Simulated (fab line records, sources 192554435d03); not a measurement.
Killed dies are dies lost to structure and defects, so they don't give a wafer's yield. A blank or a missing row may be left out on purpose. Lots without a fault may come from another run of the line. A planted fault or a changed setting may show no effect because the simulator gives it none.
fab line records | flow n5_finfet
record lots=8 wafers=24 last_day=20
route steps=1938 shown FIN_SAQP@127 BEOL_M4@1111 PASSIVATION@1936
lots that met no fault: from a run of the same line without faults
start_h: hours from the record's first day to the start of the lot's first wafer shown | wait_h: hours since the lot's step before | " the same as in the row above | L1.1+2: a row that stands for several wafers | - no value, or no start given | * or withheld: withheld | < > ~ a bound
route shown NAME@n: a module of which the file shows steps, and the number in the route of the first | usual: mean/standard deviation of fault-free wafers | same: alike in all rows | chamber/n: place in a boat | sites: the reading at each site | _std_site: their standard deviation | _edge_site: outer sites' mean less inner sites' | radius_mm: how far each site lies from the wafer's centre | mask NAME#n: copy n | behind: the tool/chamber that last shaped the wafer | hold: why the lot was held/for how many hours/how that ended | device: the transistor (n, p or np) that didn't switch | end of line: the same wafers' tests at the end of the route | a step without rows: its recipe alone | killed: dies lost to structure and defects at the first sort, not the wafer's yield | map: a wafer's dies, x killed, . not, _ none there
set.NAME: the setting as run; set.NAME@STEP: as run at that earlier step | model.NAME: the simulator's own value behind a step, which no gauge read
steps of the route over a sample of lots; a table a step, a row a wafer
services: from which hour (start_h, from the record's first day; less than 0 if before it) a tool's chamber was out of use, for how many hours, and why
## steps
# step N5_FIN_SAQP_MANDREL1_REMOVE_56
# recipe chemistry=HBr/Cl2/O2 bt_time_s=10 target=a-Si stop_on=SiNx endpoint=OES-SiCl over_etch_frac=1 icp_w=600 bias_w=22 HBr_flow_sccm=150 Cl2_flow_sccm=80 O2_flow_sccm=5 pressure_mtorr=10
# usual drypump_motor_current_A=5.8/0.37 oes_product_au=0.999/0.015 throttle_valve_pct=36.8/0.39
# columns lot.wafer tool chamber start_h wait_h drypump_motor_current_A oes_product_au rf_hours_counter_h throttle_valve_pct
L450.1 rie_si-05 2 54.47 0.1 6.1 0.994 89 37.3
L450.2 " 3 " " 6.2 1.010 33 36.7
L450.6 " 0 " " 5.7 0.996 - 37.1
L455.1 rie_si-05 2 84.18 0.1 6.1 0.990 90 37.3
L455.3 " 1 " " 5.6 0.991 125 36.6
L455.6 " 2 " " 6.1 0.993 - 37.3
L457.3 rie_si-03 1 96.62 0.1 5.1 0.988 5 37.3
L457.4 " 2 " " 4.6 0.990 107 36.4
L457.5 " 3 " " 5.5 0.977 - 36.7
L460.1 rie_si-02 3 115.20 0.1 5.5 1.029 123 37.0
L460.3 " 1 " " 6.3 1.008 88 37.1
L460.4 " 2 " " 5.5 0.967 69 36.3
L461.2 rie_si-02 2 120.19 0.1 5.5 0.978 70 36.3
L461.3 " 3 " " 5.5 1.029 123 37.0
L461.4 " 0 " " 6.0 1.003 20 36.1
L466.2 rie_si-05 0 149.78 0.1 5.7 0.989 115 37.1
L466.3 " 1 " " 5.6 0.993 126 36.6
L466.5 " 1 " " 5.6 1.006 - 36.6
L467.1 rie_si-05 1 156.12 0.1 5.6 0.994 126 36.6
L467.3 " 0 " " 5.7 0.991 115 37.1
L467.5 " 2 " " 6.1 0.986 - 37.3
L468.1 rie_si-05 3 161.66 0.1 6.2 1.021 35 36.7
L468.2 " 2 " " 6.1 0.997 92 37.3
L468.3 " 1 " " 5.6 1.000 126 36.6
# step N5_FIN_SAQP_STRIP_70
# recipe chemistry=N2/H2 power_w=500 temp_c=40 pressure_mtorr=50 rf_frequency_hz=6e+07 overash_fraction=0.3 bias_power_w=28 h2_frac=0.5 n2_flow_sccm=300 h2_flow_sccm=300
# usual bias_power_w=28.02/0.08 drypump_motor_current_A=5.5/0.55 n2_flow_sccm=299.9/0.97 oes_product_au=0.80/0.095 rf_vpp_V=122.0/1 showerhead_plenum_p_Torr=3.40/0.13 throttle_valve_pct=18.98/0.28
# columns lot.wafer tool chamber start_h wait_h bias_power_w drypump_motor_current_A n2_flow_sccm oes_product_au rf_hours_counter_h rf_vpp_V showerhead_plenum_p_Torr throttle_valve_pct
L450.1 rie_diel-01 1 55.53 0.0 27.99 5.3 300.5 0.72 201 122.2 3.33 19.03
L450.2 " 0 " " 28.06 4.9 299.9 0.76 152 122.8 3.33 18.95
L450.6 " 3 " " 28.12 4.9 300.0 0.95 - 123.6 3.58 18.76
L455.1 rie_diel-01 3 85.10 0.0 28.10 4.9 300.7 0.93 22 122.8 3.58 18.76
L455.3 " 1 " " 27.95 5.3 300.2 0.72 212 121.4 3.32 19.05
L455.6 " 1 " " 28.00 5.3 299.4 0.72 - 122.0 3.32 19.06
L457.3 rie_diel-01 3 97.62 0.0 28.00 4.9 299.5 0.92 26 123.6 3.58 18.77
L457.4 " 2 " " 28.14 6.4 300.1 0.94 17 122.6 3.59 19.09
L457.5 " 3 " " 28.11 4.9 300.1 0.92 - 123.6 3.58 18.77
L460.1 rie_diel-04 3 116.13 0.0 27.93 5.8 300.1 0.77 130 122.5 3.38 19.49
L460.3 " 1 " " 27.86 6.4 299.4 0.73 208 122.8 3.45 18.86
L460.4 " 2 " " 28.06 5.7 299.6 0.88 - 121.1 3.29 18.24
L461.2 rie_diel-01 0 121.12 0.0 28.07 4.9 300.4 0.75 174 121.2 3.32 19.00
L461.3 " 1 " " 28.01 5.3 299.8 0.72 224 120.3 3.31 19.07
L461.4 " 3 " " 28.08 4.9 302.0 0.90 34 122.2 3.57 18.78
L466.2 rie_diel-01 2 150.90 0.0 28.07 6.4 300.5 0.90 36 121.7 3.58 19.13
L466.3 " 3 " " 27.98 4.9 300.0 0.88 45 124.2 3.57 18.80
L466.5 " 3 " " 28.21 4.9 301.0 0.88 - 121.3 3.57 18.81
L467.1 rie_diel-01 3 157.17 0.0 27.97 4.9 300.4 0.87 48 122.4 3.56 18.81
L467.3 " 2 " " 27.96 6.4 299.8 0.89 39 122.7 3.58 19.15
L467.5 " 2 " " 28.10 6.4 299.4 0.90 - 121.4 3.58 19.16
L468.1 rie_diel-01 1 162.58 0.0 28.00 5.3 300.9 0.71 239 122.0 3.31 19.08
L468.2 " 0 " " 28.02 4.9 300.9 0.75 188 120.9 3.31 19.00
L468.3 " 2 " " 28.02 6.4 299.0 0.89 40 122.5 3.58 19.15
# step N5_FIN_SAQP_SPACER2_ALD_28
# recipe material=SiO2 target_thk_a=81 temp_c=300 ald_precursor_family=BDEAS ald_co_reactant=O2-plasma pulse_time_s=1 purge_time_s=2 co_reactant_purge_time_s=2 pressure_torr=2
# usual chamber_pressure_Torr=2.001/0.0044 co_reactant_purge_time_s=2/0 heater_power_w=491/39 precursor_pulse_height_rel=0.998/0.018
# columns lot.wafer tool chamber start_h wait_h chamber_pressure_Torr co_reactant_purge_time_s heater_power_w precursor_pulse_height_rel
L450.1 ald_sin-04 1 55.74 0.1 2.005 2 479 1.004
L450.2 " 2 " " 1.997 2 550 0.984
L450.6 " 2 " " 1.998 2 554 0.992
L455.1 ald_sin-02 3 85.31 0.1 1.998 2 461 1.005
L455.3 " 1 " " 1.995 2 465 1.001
L455.6 " 0 " " 1.998 2 538 0.996
L457.3 ald_sin-02 2 98.02 0.3 2.009 2 510 0.996
L457.4 " 0 " " 2.001 2 546 0.985
L457.5 " 0 " " 1.996 2 541 0.997
L460.1 ald_sin-02 2 116.33 0.1 - - - -
L460.3 " 1 " " - - - -
L460.4 " 3 " " - - - -
L461.2 ald_sin-04 0 121.32 0.1 - - - -
L461.3 " 1 " " - - - -
L461.4 " 3 " " - - - -
L466.2 ald_sin-01 2 151.11 0.1 1.998 2 470 0.988
L466.3 " 3 " " 1.998 2 430 0.987
L466.5 " 3 " " 2.000 2 433 0.987
L467.1 ald_sin-04 3 157.37 0.1 2.001 2 450 1.000
L467.3 " 0 " " 2.003 2 499 0.991
L467.5 " 1 " " 1.998 2 479 0.992
L468.1 ald_sin-04 3 162.79 0.1 1.998 2 433 0.994
L468.2 " 0 " " 2.006 2 508 1.002
L468.3 " 1 " " 2.004 2 474 0.987
# step N5_FIN_SAQP_CD_MEAS_31
# recipe target_cd_nm=8 landing_energy_ev=1000 detector=se_inlens polarity=line
# usual cd_nm=8.08/0.2
# columns lot.wafer tool chamber start_h wait_h cd_nm
L450.1 cd_sem-01 0 56.27 0.1 7.91
L450.2 " 0 " " 8.42
L450.6 " 0 " " 8.21
L455.1 cd_sem-02 0 85.83 0.1 8.01
L455.3 " 0 " " 7.98
L455.6 " 0 " " 7.74
L457.3 cd_sem-03 0 98.55 0.1 8.02
L457.4 " 0 " " 7.92
L457.5 " 0 " " 8.27
L460.1 cd_sem-02 0 116.86 0.1 -
L460.3 " 0 " " -
L460.4 " 0 " " -
L461.2 cd_sem-03 0 121.84 0.1 -
L461.3 " 0 " " -
L461.4 " 0 " " -
L466.2 cd_sem-01 0 151.63 0.1 8.37
L466.3 " 0 " " 7.99
L466.5 " 0 " " 7.69
L467.1 cd_sem-01 0 157.90 0.1 8.06
L467.3 " 0 " " 8.14
L467.5 " 0 " " 7.87
L468.1 cd_sem-03 0 163.36 0.1 8.19
L468.2 " 0 " " 7.77
L468.3 " 0 " " 8.09
# step N5_FIN_SAQP_STRIP_77
# recipe chemistry=N2/H2 time_s=90 power_w=100 temp_c=40 pressure_mtorr=100 rf_frequency_hz=6e+07 bias_power_w=3 n2_flow_sccm=300 h2_flow_sccm=300
# usual bias_power_w=3.001/0.0093 drypump_motor_current_A=5.6/0.5 n2_flow_sccm=299.9/0.8 oes_product_au=0.80/0.096 rf_vpp_V=45.3/0.95 showerhead_plenum_p_Torr=3.40/0.12 throttle_valve_pct=12.18/0.25
# columns lot.wafer tool chamber start_h wait_h bias_power_w drypump_motor_current_A n2_flow_sccm oes_product_au rf_hours_counter_h rf_vpp_V showerhead_plenum_p_Torr throttle_valve_pct
L450.1 rie_diel-01 1 56.41 0.0 2.993 5.3 300.3 0.73 202 44.1 3.34 12.42
L450.2 " 3 " " 3.010 4.9 298.6 0.96 11 45.3 3.60 11.80
L450.6 " 0 " " 3.008 4.9 300.2 0.77 - 46.3 3.35 12.16
L455.1 rie_diel-04 2 85.97 0.0 3.001 5.8 300.1 0.90 28 43.6 3.31 11.79
L455.3 " 3 " " 3.007 5.8 300.2 0.78 118 45.6 3.40 12.22
L455.6 " 1 " " 3.026 6.4 300.0 0.73 - 44.9 3.47 12.35
L457.3 rie_diel-04 0 98.68 0.0 3.006 5.7 300.3 0.67 247 44.4 3.20 12.55
L457.4 " 2 " " 3.001 5.8 299.7 0.88 32 45.8 3.31 11.81
L457.5 " 2 " " 3.001 5.8 298.3 0.88 - 46.3 3.31 11.83
L460.1 rie_diel-01 1 117.00 0.0 2.996 5.4 299.5 0.71 223 45.7 3.33 12.47
L460.3 " 2 " " 3.002 6.4 300.0 0.93 23 45.8 3.60 12.03
L460.4 " 0 " " 3.014 4.9 301.1 0.75 172 44.8 3.34 12.23
L461.2 rie_diel-04 2 122.10 0.0 2.984 5.8 299.6 0.88 42 44.8 3.30 11.83
L461.3 " 3 " " 3.002 5.8 298.7 0.77 132 44.3 3.40 12.25
L461.4 " 2 " " 3.005 5.7 298.8 0.87 - 45.5 3.30 11.83
L466.2 rie_diel-04 1 151.77 0.0 2.988 6.4 299.2 0.71 224 44.2 3.46 12.43
L466.3 " 2 " " 3.003 5.7 298.3 0.85 55 45.1 3.29 11.87
L466.5 " 2 " " 3.005 5.8 300.6 0.85 - 44.6 3.29 11.87
L467.1 rie_diel-01 2 158.04 0.0 2.997 6.4 299.0 0.90 39 45.2 3.59 12.08
L467.3 " 0 " " 2.980 5.0 300.4 0.74 186 45.9 3.33 12.28
L467.5 " 1 " " 3.000 5.3 300.4 0.71 - 45.9 3.33 12.52
L468.1 rie_diel-01 3 163.50 0.0 3.009 4.9 300.7 0.89 49 44.5 3.58 11.93
L468.2 " 2 " " 3.018 6.4 299.8 0.90 41 44.5 3.59 12.07
L468.3 " 0 " " 3.008 4.9 299.5 0.75 188 44.8 3.33 12.27
# step N5_BEOL_M4_RC_MEAS_101
# usual DIBL_N=36.7/1.8 DIBL_P=37.0/2.4 IOFF_N=0.17/0.036 IOFF_P=0.22/0.042 ION_N=673/12 ION_P=462/8.5 SS_N=71.7/0.62 SS_P=73.4/0.65 VT_N=250/3.7 VT_P=-250/3.7
# columns lot.wafer tool chamber start_h wait_h DIBL_N[mV/V] DIBL_P[mV/V] IOFF_N[nA/um] IOFF_P[nA/um] ION_N[uA/um] ION_P[uA/um] SS_N[mV/dec] SS_P[mV/dec] VT_N[mV] VT_P[mV]
L450.1 prober-01 0 204.56 0.0 37.7 38.4 0.17 0.21 670 455 72.2 73.5 251 -253
L450.2 " 0 " " 34.6 34.7 0.13 0.16 671 456 71.1 72.0 252 -255
L450.6 " 0 " " 35.9 35.1 0.14 0.17 655 447 71.1 73.6 252 -254
L455.1 prober-01 0 239.43 0.0 36.1 37.0 0.14 0.20 658 454 70.6 73.7 254 -250
L455.3 " 0 " " 34.9 35.6 0.12 0.18 649 449 71.2 73.3 256 -251
L455.6 " 0 " " 35.9 35.9 0.13 0.19 659 455 71.2 73.3 251 -254
L457.3 prober-01 0 262.71 0.3 36.3 38.6 0.17 0.25 680 468 71.7 74.3 246 -247
L457.4 " 0 " " 31.7 31.5 0.10 0.15 651 457 69.3 72.0 256 -250
L457.5 " 0 " " 38.1 40.0 0.20 0.28 668 464 72.6 74.5 248 -248
L466.2 prober-02 0 302.50 0.2 38.1 36.4 0.17 0.25 687 471 71.4 73.9 247 -248
L466.3 " 0 " " 39.6 38.4 0.20 0.29 671 462 72.5 73.2 250 -247
L466.5 " 0 " " 37.0 35.7 0.15 0.23 683 470 70.7 73.3 249 -248
L467.1 prober-02 0 330.73 0.0 37.6 38.4 0.18 0.24 684 467 72.0 72.7 248 -250
L467.3 " 0 " " 36.9 37.5 0.16 0.22 671 460 71.8 73.1 249 -254
L467.5 " 0 " " 36.6 37.7 0.16 0.23 676 469 71.8 73.9 249 -251
L468.1 prober-01 0 355.73 0.0 36.6 36.4 0.15 0.19 669 454 71.8 72.8 251 -252
L468.2 " 0 " " 36.8 35.9 0.16 0.20 682 464 71.9 73.6 248 -253
L468.3 " 0 " " 35.9 35.0 0.14 0.18 670 455 71.6 73.4 251 -254
# step N5_PASSIVATION_PROBE_49
# usual defect_limited_yield=91.1/1.4 killed_at_M0_to_M3=32/9.3 killed_at_M4_up=13/5.8 killed_at_contacts=12/6.3 killed_at_front_end=44/12 killed_at_other=3.6/2.7 killed_dies=104/17 killed_on_rim=14/3.9 killed_open=69/13 killed_short=34/6.9 sort_bin_5_function=5.2/0.98 sort_bin_6_memory=3.3/0.59 sort_n_pass=1075/17 sort_yield_pct=91.1/1.4
# same gross_dies=1180 killed_at_back_side=0 sort_bin_4_leakage[%]=0 sort_bin_8_speed[%]=0
# columns lot.wafer tool chamber start_h wait_h defect_limited_yield[%] killed_at_M0_to_M3 killed_at_M4_up killed_at_contacts killed_at_front_end killed_at_other killed_dies killed_on_rim killed_open killed_short sort_bin_5_function[%] sort_bin_6_memory[%] sort_n_pass sort_yield_pct[%]
L455.1 prober-01 - 345.08 0.0 90.1 48 18 18 32 1 117 12 84 32 6.0 3.7 1063 90.1
L455.3 prober-01 - 345.18 0.1 88.5 38 24 21 52 1 136 19 98 38 7.1 4.2 1044 88.5
L455.6 prober-01 - 345.33 0.3 89.2 44 15 26 43 0 128 14 78 50 6.1 4.1 1052 89.2
L457.3 prober-02 - 360.90 0.1 92.3 34 25 9 23 0 91 9 53 36 4.8 2.6 1089 92.3
L457.4 prober-02 - 360.95 0.2 92.0 29 17 8 39 1 94 10 58 35 5.0 2.8 1086 92.0
L457.5 prober-02 - 361.00 0.2 89.9 35 22 5 56 1 119 15 78 39 5.7 4.2 1061 89.9
L461.2 prober-02 - 376.23 0.1 0 6 0 4 1170 0 1180 152 17 8 74.1 3.0 0 0
L461.3 prober-02 - 376.28 0.1 0 7 5 0 1168 0 1180 152 17 8 73.9 2.6 0 0
L461.4 prober-02 - 376.33 0.2 0 5 1 6 1168 0 1180 152 11 6 73.5 3.5 0 0
L460.1 prober-02 - 391.08 0.0 0 5 2 2 1171 0 1180 152 11 5 72.6 3.6 0 0
L460.3 prober-02 - 391.18 0.1 0 9 0 3 1168 0 1180 152 8 12 74.2 2.4 0 0
L460.4 prober-02 - 391.23 0.2 0 11 2 4 1163 0 1180 152 15 6 74.1 2.2 0 0
L466.2 prober-02 - 408.59 0.1 89.7 42 8 7 62 3 122 21 84 35 6.7 3.2 1058 89.7
L466.3 prober-02 - 408.64 0.1 88.6 75 9 13 33 4 134 14 89 41 6.9 3.9 1046 88.6
L466.5 prober-02 - 408.74 0.2 88.7 51 7 10 62 3 133 16 88 44 6.7 4.1 1047 88.7
L467.1 prober-02 - 429.62 0.0 91.6 27 10 6 54 2 99 9 63 36 5.9 2.2 1081 91.6
L467.3 prober-02 - 429.72 0.1 92.4 19 12 20 36 3 90 12 69 20 4.7 2.6 1090 92.4
L467.5 prober-02 - 429.82 0.2 89.4 34 8 18 59 6 125 15 92 32 5.8 4.3 1055 89.4
L468.1 prober-01 - 470.30 0.0 90.3 46 18 9 42 0 115 8 70 38 5.2 3.6 1065 90.3
L468.2 prober-01 - 470.35 0.1 91.4 32 7 13 47 2 101 12 63 35 5.3 3.1 1079 91.4
L468.3 prober-01 - 470.40 0.1 92.6 43 6 10 26 2 87 14 55 31 3.8 3.1 1093 92.6
# killed by level:class
L455.1 BEOL_M2:geometric_particle:open=23 MOL_CONTACT_COAG:geometric_particle:open=15 BEOL_M4:geometric_particle:open=12 BEOL_M0_SAQP:geometric_particle:open=10 BEOL_M0_SAQP:geometric_particle:short=10 FIN_SAQP:geometric_particle:open=7 FIN_SAQP:geometric_particle:short=6 STI_FIN_REVEAL:geometric_particle:open=5
L455.3 BEOL_M2:geometric_particle:open=21 MOL_CONTACT_COAG:geometric_particle:open=17 STI_FIN_REVEAL:geometric_particle:open=12 BEOL_M4:geometric_particle:open=9 FIN_SAQP:geometric_particle:open=7 DUMMY_GATE:geometric_particle:open=6 BEOL_M0_SAQP:geometric_particle:short=6 FIN_SAQP:geometric_particle:short=5
L455.6 BEOL_M2:geometric_particle:open=20 MOL_CONTACT_COAG:geometric_particle:open=17 BEOL_M1:geometric_particle:short=10 MOL_CONTACT_COAG:geometric_particle:short=9 FIN_SAQP:geometric_particle:short=8 STI_FIN_REVEAL:geometric_particle:open=7 BEOL_M4:geometric_particle:open=7 DUMMY_GATE:geometric_particle:open=6
L457.3 BEOL_M4:geometric_particle:open=14 BEOL_M0_SAQP:geometric_particle:short=11 MOL_CONTACT_COAG:geometric_particle:open=7 BEOL_M0_SAQP:geometric_particle:open=7 BEOL_M2:geometric_particle:open=6 FIN_SAQP:geometric_particle:open=5 STI_FIN_REVEAL:geometric_particle:open=5 BEOL_M2:geometric_particle:short=5
L457.4 FIN_SAQP:geometric_particle:short=14 FIN_SAQP:geometric_particle:open=10 BEOL_M4:geometric_particle:open=10 BEOL_M0_SAQP:geometric_particle:open=8 STI_FIN_REVEAL:geometric_particle:open=7 MOL_CONTACT_COAG:geometric_particle:open=6 BEOL_M2:geometric_particle:open=6 BEOL_M0_SAQP:geometric_particle:short=4
L457.5 FIN_SAQP:geometric_particle:open=19 BEOL_M1:geometric_particle:short=10 FIN_SAQP:geometric_particle:short=9 STI_FIN_REVEAL:geometric_particle:open=9 BEOL_M0_SAQP:geometric_particle:open=9 BEOL_M4:geometric_particle:open=9 DUMMY_GATE:geometric_particle:open=5 BEOL_M2:geometric_particle:open=5
L461.2 FIN_SAQP:lost_pattern=1147 FIN_SAQP:area_ald=8 STI_FIN_REVEAL:geometric_particle:open=4 MOL_CONTACT_COAG:geometric_particle:open=4 GATE_CUT:geometric_particle:short=3 BEOL_M0_SAQP:geometric_particle:open=3 FIN_SAQP:geometric_particle:open=2 STI_FIN_REVEAL:geometric_particle:short=2
L461.3 FIN_SAQP:lost_pattern=1148 FIN_SAQP:area_ald=7 STARTING-WAFER:geometric_particle:short=4 FIN_SAQP:geometric_particle:open=3 STI_FIN_REVEAL:geometric_particle:open=3 BEOL_M2:geometric_particle:open=3 BEOL_M4:geometric_particle:open=3 FIN_SAQP:geometric_particle:short=2
L461.4 FIN_SAQP:lost_pattern=1157 MOL_CONTACT_COAG:geometric_particle:open=5 FIN_SAQP:area_ald=4 STI_FIN_REVEAL:geometric_particle:open=2 BEOL_M1:geometric_particle:short=2 DUMMY_GATE:geometric_particle:open=1 DUMMY_GATE:geometric_particle:short=1 SPACER0:geometric_particle:short=1
L460.1 FIN_SAQP:lost_pattern=1158 FIN_SAQP:area_ald=6 FIN_SAQP:geometric_particle:open=3 STI_FIN_REVEAL:geometric_particle:open=2 MOL_CONTACT_COAG:geometric_particle:open=2 BEOL_M0_SAQP:geometric_particle:open=2 BEOL_M2:geometric_particle:open=2 GATE_CUT:geometric_particle:short=1
L460.3 FIN_SAQP:lost_pattern=1157 FIN_SAQP:geometric_particle:short=4 BEOL_M0_SAQP:geometric_particle:short=4 MOL_CONTACT_COAG:geometric_particle:open=3 BEOL_M0_SAQP:geometric_particle:open=3 FIN_SAQP:area_ald=3 GATE_CUT:geometric_particle:short=2 DUMMY_GATE:geometric_particle:open=1
L460.4 FIN_SAQP:lost_pattern=1157 MOL_CONTACT_COAG:geometric_particle:open=4 BEOL_M0_SAQP:geometric_particle:open=4 FIN_SAQP:geometric_particle:open=3 BEOL_M0_SAQP:geometric_particle:short=3 BEOL_M1:geometric_particle:short=2 BEOL_M2:geometric_particle:open=2 FIN_SAQP:area_ald=2
L466.2 STI_FIN_REVEAL:geometric_particle:open=20 BEOL_M2:geometric_particle:open=13 FIN_SAQP:geometric_particle:open=12 BEOL_M0_SAQP:geometric_particle:short=9 STI_FIN_REVEAL:geometric_particle:short=6 BEOL_M0_SAQP:geometric_particle:open=6 FIN_SAQP:geometric_particle:short=5 MOL_CONTACT_COAG:geometric_particle:open=5
L466.3 BEOL_M0_SAQP:geometric_particle:open=23 BEOL_M0_SAQP:geometric_particle:short=14 BEOL_M1:geometric_particle:open=10 BEOL_M2:geometric_particle:open=10 MOL_CONTACT_COAG:geometric_particle:open=9 FIN_SAQP:geometric_particle:open=6 STI_FIN_REVEAL:geometric_particle:open=6 BEOL_M0:geometric_particle:open=6
L466.5 STI_FIN_REVEAL:geometric_particle:open=20 BEOL_M2:geometric_particle:open=17 FIN_SAQP:geometric_particle:open=10 BEOL_M0_SAQP:geometric_particle:short=10 FIN_SAQP:geometric_particle:short=9 MOL_CONTACT_COAG:geometric_particle:open=8 DUMMY_GATE:geometric_particle:open=6 BEOL_M0_SAQP:geometric_particle:open=6
L467.1 FIN_SAQP:geometric_particle:open=10 STI_FIN_REVEAL:geometric_particle:open=8 DUMMY_GATE:geometric_particle:open=7 FIN_SAQP:geometric_particle:short=6 BEOL_M0_SAQP:geometric_particle:open=6 STI_FIN_REVEAL:geometric_particle:short=5 MOL_CONTACT_COAG:geometric_particle:open=5 BEOL_M1:geometric_particle:open=5
L467.3 MOL_CONTACT_COAG:geometric_particle:open=18 STI_FIN_REVEAL:geometric_particle:open=12 FIN_SAQP:geometric_particle:open=5 BEOL_M0_SAQP:geometric_particle:short=5 BEOL_M1:geometric_particle:open=5 BEOL_M5:geometric_particle:open=5 BEOL_M2:geometric_particle:open=4 FIN_SAQP:geometric_particle:short=3
L467.5 FIN_SAQP:geometric_particle:open=15 MOL_CONTACT_COAG:geometric_particle:open=15 STI_FIN_REVEAL:geometric_particle:open=14 BEOL_M0_SAQP:geometric_particle:short=9 FIN_SAQP:geometric_particle:short=8 BEOL_M2:geometric_particle:open=7 DUMMY_GATE:geometric_particle:open=6 BEOL_M3:geometric_particle:open=6
L468.1 FIN_SAQP:geometric_particle:short=10 MOL_CONTACT_COAG:geometric_particle:open=8 BEOL_M0_SAQP:geometric_particle:short=8 BEOL_M0_SAQP:geometric_particle:open=8 BEOL_M3:geometric_particle:open=7 BEOL_M1:geometric_particle:open=7 BEOL_M2:geometric_particle:open=7 DUMMY_GATE:geometric_particle:open=5
L468.2 STI_FIN_REVEAL:geometric_particle:open=12 MOL_CONTACT_COAG:geometric_particle:open=10 FIN_SAQP:geometric_particle:open=7 BEOL_M0_SAQP:geometric_particle:short=7 BEOL_M2:geometric_particle:open=7 FIN_SAQP:geometric_particle:short=6 STI_FIN_REVEAL:geometric_particle:short=6 BEOL_M1:geometric_particle:open=6
L468.3 MOL_CONTACT_COAG:geometric_particle:open=9 BEOL_M1:geometric_particle:open=8 BEOL_M2:geometric_particle:open=8 BEOL_M0_SAQP:geometric_particle:open=7 BEOL_M0_SAQP:geometric_particle:short=7 STARTING-WAFER:geometric_particle:short=5 STARTING-WAFER:geometric_particle:open=5 FIN_SAQP:geometric_particle:short=4
## services
# columns tool chamber start_h hours kind
rie_si-05 2 39.60 1.3 repair
ald_sin-01 3 41.87 10.9 repair
rie_diel-04 1 50.04 6.2 repair
rie_diel-04 3 51.04 30.3 repair
rie_si-02 - 54.41 2.8 pm
rie_si-03 - 65.50 28.1 pm
rie_si-05 - 66.79 0.1 repair
rie_diel-01 2 69.28 5.1 repair
rie_diel-01 - 76.56 0.6 repair
ald_sin-01 - 85.25 14.0 pm
ald_sin-02 1 85.55 8.5 repair
rie_diel-04 1 107.92 4.6 repair
rie_diel-04 0 112.71 - clean
rie_diel-04 0 112.71 - consumable_replace:focus_ring
rie_diel-04 0 112.71 - consumable_replace:showerhead
rie_diel-04 0 112.71 17.8 scheduled_down
rie_diel-04 0 112.71 17.8 vent_cycle
ald_sin-02 - 122.03 1.1 repair
rie_si-02 1 130.98 10.1 repair
rie_si-02 2 137.50 10.4 repair
rie_si-02 0 142.00 7.4 repair
ald_sin-02 - 148.80 0.9 repair
rie_si-03 - 156.22 14.6 pm
rie_diel-04 2 158.20 4.0 repair
## key
first_sign step=N5_FIN_SAQP_SPACER2_ALD_28 reading=tool_record direction=missing
effect step=N5_FIN_SAQP_CD_MEAS_31 reading=cd_nm direction=missing
effect step=N5_PASSIVATION_PROBE_49 reading=killed_at_front_end direction=up sigmas=91 usual=44 struck=1168
met_at N5_FIN_SAQP_SPACER2_ALD_28
struck_lots L460,L461
later_rows_left_out L460.1,L460.3,L460.4,L461.2,L461.3,L461.4
not_acting_at N5_FIN_SAQP_MANDREL1_REMOVE_56,N5_FIN_SAQP_STRIP_70,N5_FIN_SAQP_STRIP_77
onset_between 98.02 116.33
fault kind=skipped_step_whole tool=ald_sin-02,ald_sin-04 chamber=- onset_h=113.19 steps=N5_FIN_SAQP_SPACER2_ALD_28 scope=struck_lots_only
# later_rows_left_out: the simulator's readings of these wafers behind a module that went badly wrong aren't trusted and aren't shown, but for the sort
